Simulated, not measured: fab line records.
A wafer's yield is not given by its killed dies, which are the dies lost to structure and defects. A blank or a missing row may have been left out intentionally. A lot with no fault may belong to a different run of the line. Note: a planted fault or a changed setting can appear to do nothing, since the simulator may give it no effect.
Chamber matching || flow n5-finfet || pecvd-04 running N5_BEOL_M9_PECVD_70: 3 sister chambers
The step deposits SiO2 from TEOS/O2, target thk 20 nm, time 22.7 s. 18 wafers are shown with their chamber, then 9 later ones without.

== WAFERS WITH THEIR CHAMBER ==
{"wafer": "L075.3", "chamber": 0, "throttle-valve-pct (%)": 23.8, "showerhead-plenum-p-Torr (Torr)": 8.72, "heater-power-w (W)": 788}
{"wafer": "L075.4", "chamber": 2, "throttle-valve-pct (%)": 21.5, "showerhead-plenum-p-Torr (Torr)": 8.81, "heater-power-w (W)": 905}
{"wafer": "L075.6", "chamber": 1, "throttle-valve-pct (%)": 23.3, "showerhead-plenum-p-Torr (Torr)": 8.74, "heater-power-w (W)": 811}
{"wafer": "L078.1", "chamber": 0, "throttle-valve-pct (%)": 23.3, "showerhead-plenum-p-Torr (Torr)": 8.71, "heater-power-w (W)": 739}
{"wafer": "L078.3", "chamber": 1, "throttle-valve-pct (%)": 23.0, "showerhead-plenum-p-Torr (Torr)": 8.76, "heater-power-w (W)": 882}
{"wafer": "L078.6", "chamber": 0, "throttle-valve-pct (%)": 23.7, "showerhead-plenum-p-Torr (Torr)": 8.70, "heater-power-w (W)": 747}
{"wafer": "L080.1", "chamber": 1, "throttle-valve-pct (%)": 23.4, "showerhead-plenum-p-Torr (Torr)": 8.73, "heater-power-w (W)": 841}
{"wafer": "L080.2", "chamber": 0, "throttle-valve-pct (%)": 23.5, "showerhead-plenum-p-Torr (Torr)": 8.74, "heater-power-w (W)": 693}
{"wafer": "L080.4", "chamber": 1, "throttle-valve-pct (%)": 23.7, "showerhead-plenum-p-Torr (Torr)": 8.73, "heater-power-w (W)": 854}
{"wafer": "L083.3", "chamber": 2, "throttle-valve-pct (%)": 21.6, "showerhead-plenum-p-Torr (Torr)": 8.80, "heater-power-w (W)": 930}
{"wafer": "L083.4", "chamber": 1, "throttle-valve-pct (%)": 23.3, "showerhead-plenum-p-Torr (Torr)": 8.75, "heater-power-w (W)": 937}
{"wafer": "L083.5", "chamber": 1, "throttle-valve-pct (%)": 23.5, "showerhead-plenum-p-Torr (Torr)": 8.77, "heater-power-w (W)": 925}
{"wafer": "L084.3", "chamber": 1, "throttle-valve-pct (%)": 23.6, "showerhead-plenum-p-Torr (Torr)": 8.77, "heater-power-w (W)": 860}
{"wafer": "L084.4", "chamber": 0, "throttle-valve-pct (%)": 23.4, "showerhead-plenum-p-Torr (Torr)": 8.72, "heater-power-w (W)": 713}
{"wafer": "L084.6", "chamber": 1, "throttle-valve-pct (%)": 23.5, "showerhead-plenum-p-Torr (Torr)": 8.74, "heater-power-w (W)": 849}
{"wafer": "L085.2", "chamber": 0, "throttle-valve-pct (%)": 23.3, "showerhead-plenum-p-Torr (Torr)": 8.71, "heater-power-w (W)": 710}
{"wafer": "L085.4", "chamber": 2, "throttle-valve-pct (%)": 21.5, "showerhead-plenum-p-Torr (Torr)": 8.80, "heater-power-w (W)": 939}
{"wafer": "L085.5", "chamber": 0, "throttle-valve-pct (%)": 23.6, "showerhead-plenum-p-Torr (Torr)": 8.72, "heater-power-w (W)": 686}

SIGNATURES (averages over the wafers above)
{"reading": "throttle-valve-pct", "chamber 0": 23.514, "chamber 1": 23.413, "chamber 2": 21.533, "scatter within a chamber": 0.194}
{"reading": "showerhead-plenum-p-Torr", "chamber 0": 8.7171, "chamber 1": 8.7487, "chamber 2": 8.8033, "scatter within a chamber": 0.0139}
{"reading": "heater-power-w", "chamber 0": 725.14, "chamber 1": 869.88, "chamber 2": 924.67, "scatter within a chamber": 37.4}
Rule: for each reading, subtract the chamber's mean from the wafer's reading, divide by that reading's scatter and square the result; add these up over the readings and take the root, which gives the wafer's distance from the chamber. If the next closest chamber is less than 2 further off than the closest, the wafer can't be placed; otherwise it belongs to the closest. The scatter: the root of (the sum of the squares of (reading less its chamber's mean) over the shown wafers, divided by (wafers less chambers)).

== WAFERS MISSING THEIR CHAMBER ==
{"wafer": "L092.1", "throttle-valve-pct (%)": 21.9, "showerhead-plenum-p-Torr (Torr)": 8.79, "heater-power-w (W)": 906}
{"wafer": "L092.3", "throttle-valve-pct (%)": 23.4, "showerhead-plenum-p-Torr (Torr)": 8.71, "heater-power-w (W)": 762}
{"wafer": "L092.4", "throttle-valve-pct (%)": 21.5, "showerhead-plenum-p-Torr (Torr)": 8.81, "heater-power-w (W)": 927}
{"wafer": "L094.1", "throttle-valve-pct (%)": 23.6, "showerhead-plenum-p-Torr (Torr)": 8.71, "heater-power-w (W)": 713}
{"wafer": "L094.2", "throttle-valve-pct (%)": 23.4, "showerhead-plenum-p-Torr (Torr)": 8.72, "heater-power-w (W)": 932}
{"wafer": "L094.3", "throttle-valve-pct (%)": 21.8, "showerhead-plenum-p-Torr (Torr)": 8.77, "heater-power-w (W)": 861}
{"wafer": "L096.2", "throttle-valve-pct (%)": 21.9, "showerhead-plenum-p-Torr (Torr)": 8.79, "heater-power-w (W)": 847}
{"wafer": "L096.4", "throttle-valve-pct (%)": 21.8, "showerhead-plenum-p-Torr (Torr)": 8.80, "heater-power-w (W)": 854}
{"wafer": "L096.5", "throttle-valve-pct (%)": 23.6, "showerhead-plenum-p-Torr (Torr)": 8.72, "heater-power-w (W)": 714}

== CHAMBER TAKEN BY EACH ==
{"wafer": "L092.1", "from the rows above": 2, "in truth": 2}
{"wafer": "L092.3", "from the rows above": 0, "in truth": 0}
{"wafer": "L092.4", "from the rows above": 2, "in truth": 2}
{"wafer": "L094.1", "from the rows above": 0, "in truth": 0}
{"wafer": "L094.2", "from the rows above": 1, "in truth": 1}
{"wafer": "L094.3", "from the rows above": 2, "in truth": 2}
{"wafer": "L096.2", "from the rows above": 2, "in truth": 2}
{"wafer": "L096.4", "from the rows above": 2, "in truth": 2}
{"wafer": "L096.5", "from the rows above": 0, "in truth": 0}
9 of 9 placed correctly. Not placeable from these rows: 0. Number placed wrongly: 0.
